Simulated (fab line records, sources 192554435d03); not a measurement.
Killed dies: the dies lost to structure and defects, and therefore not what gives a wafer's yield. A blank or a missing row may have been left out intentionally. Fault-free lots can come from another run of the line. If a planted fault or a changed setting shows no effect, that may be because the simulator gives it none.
What tool caused it? + flow n5-finfet + 10 lots with 30 wafers sampled at 4 steps, on a route of 1938 steps

WHAT THE GAUGES SHOWED, per wafer
Not one reading of a measure or inspect step in the record can be checked against a usual standard deviation.

EACH LOT AND THE TOOL THAT RAN IT (in order: tool; ch and the chambers of the sampled wafers; start)
| lot  | N5_BEOL_M9_ETCH_76                 | N5_BEOL_M9_TRENCH_ETCH_37          | N5_BEOL_M9_STRIP_80                           | N5_BEOL_M9_CURE_72            |
|------|------------------------------------|------------------------------------|-----------------------------------------------|-------------------------------|
| L415 | rie-diel-05 ch 0,3, day 9 21:29    | rie-diel-05 ch 0,3, day 9 21:44    | rie-diel-05 ch 0,3, day 9 22:18 or earlier    | uv-cure-02 ch 2, day 9 22:18  |
| L417 | rie-diel-03 ch 1,2, day 9 23:46    | rie-diel-03 ch 1,2, day 10 00:01   | rie-diel-03 ch 1,2, day 10 00:29 or earlier   | uv-cure-01 ch 1, day 10 00:29 |
| L418 | rie-diel-05 ch 2,3, day 11 01:32   | rie-diel-05 ch 2,3, day 11 01:46   | rie-diel-05 ch 2,3, day 11 02:08 or earlier   | uv-cure-01 ch 1, day 11 02:08 |
| L422 | rie-diel-05 ch 0,1,3, day 11 12:53 | rie-diel-05 ch 0,1,3, day 11 13:08 | rie-diel-05 ch 0,1,3, day 11 13:30 or earlier | uv-cure-01 ch 0, day 11 13:30 |
| L423 | rie-diel-01 ch 0,3, day 11 12:56   | rie-diel-01 ch 0,3, day 11 13:11   | rie-diel-01 ch 0,3, day 11 13:32 or earlier   | uv-cure-03 ch 0, day 11 13:32 |
| L424 | rie-diel-01 ch 1,2, day 11 22:26   | rie-diel-01 ch 1,2, day 11 22:41   | rie-diel-01 ch 1,2, day 11 23:09 or earlier   | uv-cure-03 ch 0, day 11 23:09 |
| L426 | rie-diel-03 ch 1,2,3, day 12 16:29 | rie-diel-03 ch 1,2,3, day 12 16:44 | rie-diel-03 ch 1,2,3, day 12 17:07 or earlier | uv-cure-03 ch 1, day 12 17:07 |
| L427 | rie-diel-01 ch 0,1,2, day 12 23:13 | rie-diel-01 ch 0,1,2, day 12 23:27 | rie-diel-01 ch 0,1,2, day 12 23:53 or earlier | uv-cure-01 ch 0, day 12 23:53 |
| L435 | rie-diel-03 ch 1,2,3, day 14 18:35 | rie-diel-03 ch 1,2,3, day 14 18:50 | rie-diel-03 ch 1,2,3, day 14 19:13 or earlier | uv-cure-01 ch 2, day 14 19:13 |
| L436 | rie-diel-03 ch 2,3, day 15 06:15   | rie-diel-03 ch 2,3, day 15 06:30   | rie-diel-03 ch 2,3, day 15 06:55 or earlier   | uv-cure-03 ch 2, day 15 06:55 |
- N5_BEOL_M9_ETCH_76: etches underlayer in N2/H2, target depth 6.5 nm, time 5.2 s.
- N5_BEOL_M9_TRENCH_ETCH_37: etches SiCOH lowk in C4F6/O2, target depth 151.43 nm, time 49 s.
- N5_BEOL_M9_STRIP_80: strips in N2/H2, time 10 s.
- N5_BEOL_M9_CURE_72: cures SiCOH lowk, time 120 s.

AS READ BY THE TOOLS THEMSELVES (means over the sampled wafers that have a number; for cases with no such wafer, the mark the record gives instead)
N5_BEOL_M9_ETCH_76.
| lot  | tool        | bias-w (W) | drypump-motor-current-A (A) | etch-rf-on-time-s (s) | oes-product-au (a.u.) | rf-vpp-V (V) | showerhead-plenum-p-Torr (Torr) | throttle-valve-pct (%) |
|------|-------------|------------|-----------------------------|-----------------------|-----------------------|--------------|---------------------------------|------------------------|
| L415 | rie-diel-05 | 149.6      | 6.1                         | 5.11                  | 0.68                  | 521          | 2.45                            | 17.79                  |
| L417 | rie-diel-03 | 150.3      | 5.3                         | 5.26                  | 0.62                  | 527          | 2.64                            | 17.72                  |
| L418 | rie-diel-05 | 150.5      | 6.4                         | 5.27                  | 0.60                  | 522          | 2.43                            | 17.94                  |
| L422 | rie-diel-05 | 150.1      | 5.8                         | 5.09                  | 0.71                  | 522          | 2.47                            | 17.85                  |
| L423 | rie-diel-01 | 150.1      | 5.3                         | 5.02                  | 0.81                  | 527          | 2.60                            | 17.55                  |
| L424 | rie-diel-01 | 149.5      | 6.0                         | 5.03                  | 0.71                  | 529          | 2.67                            | 17.84                  |
| L426 | rie-diel-03 | 150.2      | 5.3                         | 5.22                  | 0.62                  | 524          | 2.53                            | 17.76                  |
| L427 | rie-diel-01 | 149.7      | 6.1                         | 5.13                  | 0.72                  | 526          | 2.64                            | 17.90                  |
| L435 | rie-diel-03 | 149.8      | 5.3                         | 5.26                  | 0.61                  | 524          | 2.53                            | 17.80                  |
| L436 | rie-diel-03 | 150.0      | 5.2                         | 5.20                  | 0.62                  | 521          | 2.43                            | 17.78                  |

N5_BEOL_M9_TRENCH_ETCH_37.
| lot  | tool        | bias-w (W) | drypump-motor-current-A (A) | oes_ar_750_au (a.u.) | oes_f_703_au (a.u.) | oes-product-au (a.u.) | rf-vpp-V (V) | showerhead-plenum-p-Torr (Torr) | throttle-valve-pct (%) |
|------|-------------|------------|-----------------------------|----------------------|---------------------|-----------------------|--------------|---------------------------------|------------------------|
| L415 | rie-diel-05 | 184.8      | 6.1                         | 0.80                 | 0.80                | 0.79                  | 655          | 2.75                            | 20.95                  |
| L417 | rie-diel-03 | 185.3      | 5.3                         | 0.74                 | 0.74                | 0.74                  | 663          | 2.94                            | 20.78                  |
| L418 | rie-diel-05 | 192.7      | 6.4                         | 0.72                 | 0.73                | 0.72                  | 678          | 2.72                            | 21.06                  |
| L422 | rie-diel-05 | 192.8      | 5.8                         | 0.84                 | 0.84                | 0.85                  | 682          | 2.77                            | 20.89                  |
| L423 | rie-diel-01 | 184.9      | 5.3                         | 0.93                 | 0.94                | 0.94                  | 664          | 2.91                            | 20.69                  |
| L424 | rie-diel-01 | 184.6      | 6.0                         | 0.82                 | 0.83                | 0.82                  | 665          | 2.98                            | 20.94                  |
| L426 | rie-diel-03 | 185.2      | 5.2                         | 0.73                 | 0.73                | 0.73                  | 664          | 2.83                            | 20.80                  |
| L427 | rie-diel-01 | 184.5      | 6.1                         | 0.84                 | 0.85                | 0.84                  | 666          | 2.94                            | 20.94                  |
| L435 | rie-diel-03 | 185.0      | 5.3                         | 0.72                 | 0.71                | 0.71                  | 664          | 2.83                            | 20.82                  |
| L436 | rie-diel-03 | 185.0      | 5.2                         | 0.72                 | 0.72                | 0.72                  | 661          | 2.72                            | 20.80                  |

N5_BEOL_M9_STRIP_80.
| lot  | tool        | drypump-motor-current-A (A) | oes-product-au (a.u.) | rf-vpp-V (V) | showerhead-plenum-p-Torr (Torr) | throttle-valve-pct (%) |
|------|-------------|-----------------------------|-----------------------|--------------|---------------------------------|------------------------|
| L415 | rie-diel-05 | 6.1                         | 0.79                  | 59.4         | 2.45                            | 23.49                  |
| L417 | rie-diel-03 | 5.2                         | 0.73                  | 59.4         | 2.64                            | 23.39                  |
| L418 | rie-diel-05 | 6.4                         | 0.72                  | 57.9         | 2.43                            | 23.62                  |
| L422 | rie-diel-05 | 5.8                         | 0.84                  | 59.0         | 2.46                            | 23.65                  |
| L423 | rie-diel-01 | 5.3                         | 0.93                  | 59.4         | 2.60                            | 23.35                  |
| L424 | rie-diel-01 | 6.0                         | 0.82                  | 60.5         | 2.66                            | 23.62                  |
| L426 | rie-diel-03 | 5.3                         | 0.73                  | 59.3         | 2.53                            | 23.45                  |
| L427 | rie-diel-01 | 6.1                         | 0.84                  | 59.5         | 2.63                            | 23.70                  |
| L435 | rie-diel-03 | 5.3                         | 0.71                  | 58.5         | 2.52                            | 23.47                  |
| L436 | rie-diel-03 | 5.2                         | 0.72                  | 58.7         | 2.43                            | 23.46                  |

N5_BEOL_M9_CURE_72.
| lot  | tool       | lamp-power-pct (%) | wafer_temp_C_max |
|------|------------|--------------------|------------------|
| L415 | uv-cure-02 | 52.29              | 372.0            |
| L417 | uv-cure-01 | 52.34              | 372.0            |
| L418 | uv-cure-01 | 52.28              | 372.0            |
| L422 | uv-cure-01 | 52.32              | 371.5            |
| L423 | uv-cure-03 | 52.28              | 372.1            |
| L424 | uv-cure-03 | 52.29              | 372.2            |
| L426 | uv-cure-03 | 52.35              | 370.9            |
| L427 | uv-cure-01 | 52.36              | 371.2            |
| L435 | uv-cure-01 | 52.37              | 371.6            |
| L436 | uv-cure-03 | 52.29              | 371.5            |

THE ANSWER, worked out from the rows above alone
Rule: what is usual is taken from the lots themselves. Put in order of their means at a reading, lots are off if they are a third of the lots or fewer, leave a main group of 4 or more, and stand apart from it by a gap of 3 or more times the standard deviation of the main group's means; of several such gaps the widest counts. A main group is skipped when, at the precision printed for the reading in the tables above, its means are all equal. Also off: a lot with no number at a reading for which 4 or more lots have one. Any other lot the step has rows for is counted as sound. First the gauges in route order, then the tools' own readings, where a lot's mean is used as printed above. At the first step where some lot is off, the reading lying furthest off is the one used; lots without a number count as furthest.
Off at N5_BEOL_M9_TRENCH_ETCH_37 (bias-w): L418, L422. The main group has a mean of 184.9 W with a standard deviation of 0.26.
A tool fits if, at that step or a process step before it, it ran every lot that is off, and no sound lot after the first of them. One fits: N5_BEOL_M9_ETCH_76 and N5_BEOL_M9_TRENCH_ETCH_37 on rie-diel-05. At N5_BEOL_M9_ETCH_76 its last sound lot is L415 (day 9 21:29), its first lot that is off L418 (day 11 01:32): a fault that began between those two fits.

WHAT THE SIMULATOR HAD PUT IN
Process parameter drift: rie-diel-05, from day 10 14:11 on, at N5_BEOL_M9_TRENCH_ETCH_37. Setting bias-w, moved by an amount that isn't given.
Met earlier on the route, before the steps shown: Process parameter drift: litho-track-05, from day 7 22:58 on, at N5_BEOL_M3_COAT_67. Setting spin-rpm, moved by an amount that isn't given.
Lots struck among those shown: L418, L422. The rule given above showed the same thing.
